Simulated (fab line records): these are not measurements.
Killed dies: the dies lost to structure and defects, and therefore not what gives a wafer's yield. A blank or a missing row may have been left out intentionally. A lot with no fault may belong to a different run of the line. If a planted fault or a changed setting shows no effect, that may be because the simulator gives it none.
Matching of chambers    flow n5 finfet    4 sister chambers for N5_BEOL_M11_ETCH_65 on rie diel-01
The step etches SiARC in CF4, target depth 39 nm, time 65 s. 8 wafers are shown with their chamber, then 9 later ones without.

EACH WAFER AND ITS CHAMBER
wafer   chamber  showerhead plenum p Torr (Torr)  etch rf on time s (s)
L076.3  0        2.24                             66.8
L079.1  3        2.16                             60.7
L079.5  1        2.16                             62.8
L089.4  0        2.23                             65.7
L089.5  1        2.15                             63.5
L093.3  2        2.08                             66.4
L093.4  3        2.15                             61.0
L093.5  2        2.08                             66.1

WAFERS WITH NO CHAMBER GIVEN
wafer   showerhead plenum p Torr (Torr)  etch rf on time s (s)
L094.2  2.15                             63.7
L094.3  2.08                             65.4
L094.5  2.08                             66.2
L096.2  2.15                             63.9
L096.3  2.15                             61.5
L096.6  2.15                             61.9
L097.1  2.08                             65.5
L097.3  2.15                             61.1
L097.4  2.23                             65.6

THE CHAMBER EACH PASSED THROUGH
wafer   from the rows above      in truth
L094.2  1                        1
L094.3  2                        2
L094.5  2                        2
L096.2  1                        1
L096.3  can't be placed: 3 or 1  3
L096.6  can't be placed: 3 or 1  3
L097.1  2                        2
L097.3  3                        3
L097.4  0                        0
Correctly placed: 7 of 9. Unplaceable from these rows: 2, with the true chamber sitting among the candidates in 2. Number placed wrongly: 0.
How it was worked out, from the rows above alone: a wafer's distance from a chamber is the root of the sum, over the readings, of the square of ((its reading less the chamber's mean) divided by the reading's scatter). The wafer belongs to the nearest chamber; if the next one is less than 2 further off, it can't be placed. For every chamber, the mean is computed from those of its wafers that are shown. The scatter: take each reading less its chamber's mean, square it, sum over the shown wafers, divide by the number of wafers less the number of chambers, and take the root.
